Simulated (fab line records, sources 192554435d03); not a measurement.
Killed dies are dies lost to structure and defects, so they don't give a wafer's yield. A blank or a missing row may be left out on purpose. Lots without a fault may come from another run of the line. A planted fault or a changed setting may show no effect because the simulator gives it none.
fab line records | flow n5_finfet
record lots=3 wafers=9 last_day=16
route steps=1938 shown BEOL_M12@1627 BEOL_M13@1659 BEOL_M15@1830
lots that met no fault: from a run of the same line without faults
start_h: hours from the record's first day to the start of the lot's first wafer shown | wait_h: hours since the lot's step before | " the same as in the row above | L1.1+2: a row that stands for several wafers | - no value, or no start given | * or withheld: withheld | < > ~ a bound
route shown NAME@n: a module of which the file shows steps, and the number in the route of the first | usual: mean/standard deviation of fault-free wafers | same: alike in all rows | chamber/n: place in a boat | sites: the reading at each site | _std_site: their standard deviation | _edge_site: outer sites' mean less inner sites' | radius_mm: how far each site lies from the wafer's centre | mask NAME#n: copy n | behind: the tool/chamber that last shaped the wafer | hold: why the lot was held/for how many hours/how that ended | device: the transistor (n, p or np) that didn't switch | end of line: the same wafers' tests at the end of the route | a step without rows: its recipe alone | killed: dies lost to structure and defects at the first sort, not the wafer's yield | map: a wafer's dies, x killed, . not, _ none there
set.NAME: the setting as run; set.NAME@STEP: as run at that earlier step | model.NAME: the simulator's own value behind a step, which no gauge read
lots at some steps of the route; a table a step, a row a wafer
services: from which hour (start_h, from the record's first day; less than 0 if before it) a tool's chamber was out of use, for how many hours, and why
## steps
# step N5_BEOL_M12_SOFTBAKE_23
# recipe temp_c=130 time_s=60
# step N5_BEOL_M12_EXPOSE_25
# recipe mask_id=M12 na=0.93 source_shape=conventional sigma_outer=0.4 polarization=unpolarized dose_mj=21.8
# step N5_BEOL_M12_PEB_26
# recipe peb_temp_c=130 peb_time_s=90
# step N5_BEOL_M12_DEVELOP_27
# recipe develop_time_s=45 rinse_liquid=diw dry=air_spin dev_temp_c=21
# step N5_BEOL_M12_HARDBAKE_32
# recipe temp_c=130 time_s=120
# step N5_BEOL_M12_DESCUM_33
# recipe chemistry=O2 time_s=7.9 source_power_w=50 bias_power_w=20 pressure_mtorr=20 rf_frequency_hz=2.712e+07 temp_c=40 o2_flow_sccm=225
# step N5_BEOL_M12_ETCH_67
# recipe chemistry=CF4 target=SiARC target_depth_a=1430 time_s=238.3 ion_energy_ev=80 pressure_mtorr=40 source_w=545 bias_w=36 Ar_flow_sccm=100 cf4_flow_sccm=100 ends=cleared
# step N5_BEOL_M12_ETCH_68
# recipe chemistry=N2/H2 target=SOC mask_material=SiARC source_w=3000 bias_w=350 temp_c=40 time_s=285 ion_energy_ev=200 pressure_mtorr=30 n2_flow_sccm=200 h2_flow_sccm=200
# step N5_BEOL_M12_STRIP_69
# recipe chemistry=N2/H2 temp_c=40 n2_flow_sccm=200 h2_flow_sccm=200 rf_frequency_hz=6e+07
# step N5_BEOL_M12_TRENCH_ETCH_34
# recipe chemistry=C4F8/O2/Ar target=SiOC target_depth_a=3189.5 mask_material=SOC pressure_mtorr=30 source_w=3000 bias_w=700 Ar_flow_sccm=400 C4F8_flow_sccm=15 O2_flow_sccm=8 he_inner_torr=15 he_outer_torr=30 time_s=125.5 ion_energy_ev=250
# usual C4F8_flow_sccm=15.00/0.043 drypump_motor_current_A=5.9/0.35 oes_product_au=0.82/0.082 rf_vpp_V=666.3/2.5 showerhead_plenum_p_Torr=3.44/0.08 throttle_valve_pct=24.27/0.25
# columns lot.wafer tool chamber start_h wait_h C4F8_flow_sccm drypump_motor_current_A oes_product_au rf_hours_counter_h rf_vpp_V showerhead_plenum_p_Torr throttle_valve_pct model.etch.depth_nm
L503.1 rie_diel-01 3 259.94 0.0 14.90 5.6 0.77 154 666.9 3.44 24.69 322.7
L503.4 " 1 " " 15.05 5.8 0.90 44 667.6 3.47 24.14 328.7
L503.5 " 0 " " 14.98 5.9 0.69 - 660.6 3.22 24.47 309.8
L514.2 rie_diel-01 0 334.54 0.0 15.04 5.9 0.96 7 671.6 3.61 24.20 471.3
L514.3 " 1 " " 14.96 5.8 0.85 75 666.0 3.46 24.17 327.8
L514.6 " 1 " " 14.99 5.8 0.86 - 668.0 3.46 24.16 328.4
L517.1 rie_diel-04 3 352.30 0.0 15.00 5.2 0.90 38 664.4 3.34 24.44 329.1
L517.2 " 2 " " 15.03 5.4 0.88 39 668.4 3.49 24.28 319.6
L517.3 " 0 " " 15.06 5.9 0.82 86 668.1 3.44 23.70 318.8
# step N5_BEOL_M12_STRIP_70
# recipe chemistry=C4F8/O2/Ar resist=SiARC rf_frequency_hz=6e+07
# step N5_BEOL_M12_OCD_MEAS_35
# usual trench_depth_nm=321/5.5
# columns lot.wafer tool chamber start_h wait_h trench_depth_nm
L503.1 ocd-01 - 260.10 0.0 322
L503.4 " - " " 329
L503.5 " - " " 309
L514.2 ocd-02 - 334.70 0.0 471
L514.3 " - " " 327
L514.6 " - " " 329
L517.1 ocd-02 - 352.46 0.0 329
L517.2 " - " " 320
L517.3 " - " " 319
# step N5_BEOL_M12_STRIP_37
# recipe chemistry=N2/H2 power_w=1000 temp_c=250 h2_frac=0.65 overash_fraction=0.3 pressure_mtorr=withheld n2_flow_sccm=1750 h2_flow_sccm=3250
# step N5_BEOL_M12_ETCH_38
# recipe chemistry=CF4/N2 target=SiCN target_depth_a=687 taper_deg=2 time_s=73.4 ion_energy_ev=150 mask_material=SiO2 pressure_mtorr=40 source_w=430 bias_w=70 Ar_flow_sccm=100 cf4_flow_sccm=60 n2_flow_sccm=60
# step N5_BEOL_M12_PRECLEAN_39
# recipe chemistry=residue_remover time_s=60 temp_c=40
# step N5_BEOL_M12_SRD_40
# recipe time_s=30 temp_c=23 rinse_liquid=diw dry=n2_spin spin_rpm=1500 dry_time_s=30
# step N5_BEOL_M12_DEGAS_41
# recipe ambient=vacuum temp_c=250 time_s=60
# step N5_BEOL_M12_PRE_CLEAN_42
# recipe gas=H2/He time_s=30 temp_c=250
# step N5_BEOL_M12_SPUTTER_43
# recipe material=TaN target_thk_a=150 temp_c=50 bias_v=168.6 power_w=15000 chamber_pressure_pa=0.12 time_s=24.19
# step N5_BEOL_M12_SPUTTER_44
# recipe material=Ta target_thk_a=100 temp_c=50 bias_v=80 power_w=15000 chamber_pressure_pa=0.07 time_s=16.13
# step N5_BEOL_M12_SPUTTER_45
# recipe material=Cu target_thk_a=800 temp_c=-20 bias_v=60 power_w=26000 chamber_pressure_pa=0.13 time_s=13.33
# step N5_BEOL_M12_ECD_47
# recipe material=Cu target_thk_a=7200
# step N5_BEOL_M12_ANNEAL_48
# recipe temp_c=225 time_s=90 ambient=N2
# step N5_BEOL_M12_CMP_49
# recipe stop_on=SiOC t_overpolish_s=20.6 down_force_psi=1 platen_rpm=50 clearing_platen_down_force_psi=1.5 clearing_platen_rpm=50 post_cmp_clean=cu_alkaline target_thk_nm=320 clearing_platen_pad_velocity_m_s=0.99484 pad_velocity_m_s=0.99484
# usual barrier_field_endpoint_s=30.1/0.73 motor_current_A=5.7/0.48 overpolish_run_s=20.599/0.0084 platen_rpm=50.00/0.034
# same t_overpolish_s=20.6
# columns lot.wafer tool chamber start_h wait_h barrier_field_endpoint_s motor_current_A overpolish_run_s platen_rpm model.Cu_of_BEOL_M12_ECD_47.thk_nm
L503.4 cmp-04 1 263.92 0.2 30.1 5.6 20.593 50.03 328.2
L503.1 " 2 " " 29.9 6.2 20.601 50.04 323
L503.5 " 3 " " 29.8 5.2 20.598 50.00 309.2
L514.3 cmp-03 2 336.25 0.2 28.3 6.2 20.601 49.98 327
L514.2 " 0 " " 28.8 6.1 20.597 50.03 470.2
L514.6 " 2 " " 28.9 6.6 20.605 49.96 327.6
L517.3 cmp-04 0 354.32 0.2 30.2 6.3 20.601 49.99 318.4
L517.2 " 2 " " 30.0 5.9 20.584 49.99 319.2
L517.1 " 3 " " 30.0 5.5 20.615 49.98 327.6
# step N5_BEOL_M12_THK_MEAS_50
# recipe thk_meas_gauge=xrf reads=Cu_of_BEOL_M12_ECD_47
# usual M12_THK=324/6.2
# columns lot.wafer tool chamber start_h wait_h M12_THK[nm]
L503.1 film_metro-02 - 264.14 - 325
L503.4 " - " " 333
L503.5 " - " " 312
L514.2 film_metro-02 - 336.54 - 473
L514.3 " - " " 328
L514.6 " - " " 329
L517.1 film_metro-02 - 354.61 - 331
L517.2 " - " " 321
L517.3 " - " " 321
# step N5_BEOL_M12_PRE_CLEAN_52
# recipe gas=NH3 time_s=15 temp_c=withheld rf_power_w=300
# step N5_BEOL_M12_DEP_53
# recipe material=SiCN target_thk_a=300 temp_c=withheld precursor=3MS/NH3 pressure_torr=3 rf_w=675 time_s=10.5
# step N5_BEOL_M12_RS_MEAS_54
# recipe thk_meas_gauge=four-point-probe reads=Cu_of_BEOL_M12_ECD_47+Ta_of_BEOL_M12_SPUTTER_44+TaN_of_BEOL_M12_SPUTTER_43
# usual M12_RS=0.0597/0.0011
# columns lot.wafer tool chamber start_h wait_h M12_RS[ohm/sq]
L503.1 film_metro-02 - 264.27 0.0 0.0595
L503.4 " - " " 0.0584
L503.5 " - " " 0.0622
L514.2 film_metro-02 - 336.67 0.0 0.0403
L514.3 " - " " 0.0587
L514.6 " - " " 0.0586
L517.1 film_metro-01 - 354.74 0.0 0.0586
L517.2 " - " " 0.0603
L517.3 " - " " 0.0604
# step N5_BEOL_M13_ILD_DEP_00
# recipe material=SiOC target_thk_a=8379.2 temp_c=350 precursor=DEMS/O2 pressure_torr=5 rf_w=500 time_s=166.4
# step N5_BEOL_M13_COAT_58
# recipe resist=BARC temp_c=205 time_s=60 spin_rpm=1500 resist_thk_nm=89
# step N5_BEOL_M13_COAT_04
# recipe spin_rpm=1625 resist_thk_nm=400
# step N5_BEOL_M13_EBR_06
# recipe solvent=PGMEA ebr_width_mm=1.5
# step N5_BEOL_M13_SOFTBAKE_05
# recipe temp_c=130 time_s=60
# step N5_BEOL_M13_EXPOSE_07
# recipe mask_id=V12 na=0.93 source_shape=conventional sigma_outer=0.6 polarization=unpolarized attpsm_phase_deg=180 dose_mj=24.8
# step N5_BEOL_M13_PEB_08
# recipe peb_temp_c=130 peb_time_s=90
# step N5_BEOL_M13_DEVELOP_09
# recipe develop_time_s=45 rinse_liquid=diw dry=air_spin dev_temp_c=21
# step N5_BEOL_M13_HARDBAKE_14
# recipe temp_c=130 time_s=120
# step N5_BEOL_M15_RC_MEAS_101
# usual etest_temp_c=25.00/0.12 COMB_M10=1.4e-11/3.3e-12 COMB_M11=1.35e-11/2.6e-12 COMB_M13=4.5e-12/1.2e-12 COMB_M14=3.2e-12/7.5e-13 COMB_M15=2.2e-12/6e-13 COMB_M5=3.6e-11/7.7e-12 COMB_M6=2.6e-11/4.5e-12 COMB_M7=2.5e-11/5.2e-12 COMB_M8=2.5e-11/4.9e-12 COMB_M9=1.4e-11/3.2e-12 SERP_M10=3.05/0.071 SERP_M11=3.06/0.095 SERP_M12=0.634/0.015 SERP_M12_max_site=0.647/0.016 SERP_M13=0.307/0.0057 SERP_M14=0.160/0.0034 SERP_M5=38.7/1.9 SERP_M6=13.5/0.55 SERP_M7=13.8/0.6 SERP_M7_max_site=14.4/0.68 SERP_M8=13.8/0.6 SERP_M8_max_site=14.4/0.61 SERP_M9=3.06/0.086 SERP_M9_max_site=3.15/0.091
# columns lot.wafer tool chamber start_h wait_h etest_temp_c COMB_M10[S/m] COMB_M11[S/m] COMB_M13[S/m] COMB_M14[S/m] COMB_M15[S/m] COMB_M5[S/m] COMB_M6[S/m] COMB_M7[S/m] COMB_M8[S/m] COMB_M9[S/m] SERP_M10[ohm/um] SERP_M11[ohm/um] SERP_M12[ohm/um] SERP_M12_max_site[ohm/um] SERP_M13[ohm/um] SERP_M14[ohm/um] SERP_M5[ohm/um] SERP_M6[ohm/um] SERP_M7[ohm/um] SERP_M7_max_site[ohm/um] SERP_M8[ohm/um] SERP_M8_max_site[ohm/um] SERP_M9[ohm/um] SERP_M9_max_site[ohm/um]
L503.1 prober-02 0 284.55 0.0 24.92 1.4e-11 1.64e-11 3.1e-12 2.1e-12 2.1e-12 4.4e-11 2.2e-11 2e-11 3.1e-11 8e-12 3.14 2.96 0.628 0.648 0.309 0.165 37.7 13.6 13.2 14.0 14.2 14.9 3.08 3.15
L503.4 " 0 " " 24.92 1.2e-11 1.37e-11 3.2e-12 2e-12 2.5e-12 3.7e-11 3.4e-11 2.4e-11 2.5e-11 1.2e-11 3.07 2.97 0.621 0.634 0.307 0.157 40.9 14.4 13.1 13.8 14.0 14.9 3.04 3.13
L503.5 " 0 " " 24.89 1.4e-11 1.53e-11 3e-12 3.9e-12 1.8e-12 3.3e-11 2.5e-11 1.7e-11 2.8e-11 1.1e-11 3.01 2.95 0.666 0.680 0.305 0.163 37.9 14.1 12.5 13.1 13.1 13.6 3.12 3.28
L514.2 prober-01 0 353.89 0.2 25.12 1.1e-11 1.2e-11 4.7e-12 3.4e-12 2.9e-12 3.4e-11 3e-11 3e-11 2.6e-11 1.1e-11 3.06 3.19 0.409 0.415 0.309 0.159 39.5 14.0 13.2 13.6 14.6 15.1 2.99 3.04
L514.3 " 0 " " 25.03 9e-12 1.1e-11 6.5e-12 2.5e-12 1.8e-12 2.1e-11 2.2e-11 3.2e-11 2.1e-11 1.4e-11 3.03 2.92 0.616 0.627 0.306 0.157 38.6 13.9 13.3 13.7 14.5 14.7 2.87 2.99
L514.6 " 0 " " 24.99 1.6e-11 1.16e-11 2.5e-12 3.1e-12 3.5e-12 3.2e-11 2.9e-11 3.2e-11 2.8e-11 1.1e-11 3.14 3.09 0.620 0.624 0.310 0.156 38.1 14.1 13.0 13.3 13.6 14.3 3.05 3.07
L517.1 prober-02 0 369.47 0.0 24.94 1.2e-11 1.25e-11 7e-12 3.1e-12 2.1e-12 4.3e-11 2.1e-11 1.9e-11 2.5e-11 1e-11 3.01 3.23 0.632 0.643 0.309 0.161 46.4 13.4 13.9 14.3 14.3 14.6 3.13 3.31
L517.2 " 0 " " 25.16 1.2e-11 1.43e-11 7e-12 3.8e-12 2.7e-12 3.1e-11 2.7e-11 2.4e-11 1.8e-11 1.1e-11 3.11 3.12 0.636 0.645 0.303 0.164 38.9 13.8 13.6 14.1 14.8 15.6 2.99 3.06
L517.3 " 0 " " 24.76 6e-12 1.43e-11 5.2e-12 3.4e-12 2.2e-12 3.2e-11 3e-11 2.3e-11 2.3e-11 1.5e-11 3.02 3.10 0.642 0.656 0.306 0.158 40.0 13.4 13.0 13.3 14.0 15.0 3.02 3.05
# sites SERP_M12 radius_mm=0,75,75,75,75,140,140,140,140
L503.1 0.614 0.614 0.629 0.616 0.618 0.633 0.637 0.628 0.648
L514.2 0.400 0.411 0.413 0.402 0.409 0.413 0.401 0.409 0.415
L517.1 0.619 0.625 0.634 0.638 0.631 0.643 0.631 0.632 0.632
## services
# columns tool chamber start_h hours kind
cmp-03 - 250.71 4.4 repair
rie_diel-04 2 265.77 9.3 repair
cmp-04 - 275.28 4.1 repair
cmp-03 - 282.92 4.9 pm
rie_diel-01 0 286.63 - clean
rie_diel-01 0 286.63 - consumable_replace:focus_ring
rie_diel-01 0 286.63 - consumable_replace:showerhead
rie_diel-01 0 286.63 28.2 scheduled_down
rie_diel-01 0 286.63 28.2 vent_cycle
cmp-04 - 304.80 4.0 pm
cmp-04 - 308.80 - consumable_replace:conditioner
cmp-04 - 308.80 - consumable_replace:pad
cmp-03 - 348.60 4.6 pm
## key
first_sign step=N5_BEOL_M12_OCD_MEAS_35 reading=trench_depth_nm direction=up sigmas=27 usual=321 struck=471
effect step=N5_BEOL_M12_THK_MEAS_50 reading=M12_THK direction=up sigmas=24 usual=324 struck=473
effect step=N5_BEOL_M12_RS_MEAS_54 reading=M12_RS direction=down sigmas=17 usual=0.0597 struck=0.0403
effect step=N5_BEOL_M15_RC_MEAS_101 reading=SERP_M12 direction=down sigmas=15 usual=0.634 struck=0.409
model_effect step=N5_BEOL_M12_TRENCH_ETCH_34 value=etch.depth_nm without=327 struck=471.3
model_effect step=N5_BEOL_M12_CMP_49 value=Cu_of_BEOL_M12_ECD_47.thk_nm without=326 struck=470.2
met_at N5_BEOL_M12_TRENCH_ETCH_34
struck_wafers L514.2
onset_between 259.94 334.54
fault kind=process_parameter_drift tool=rie_diel-01 chamber=0 onset_h=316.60 steps=N5_BEOL_M12_TRENCH_ETCH_34 channel=time_s offset=* shape=step acts_in=* stated=*
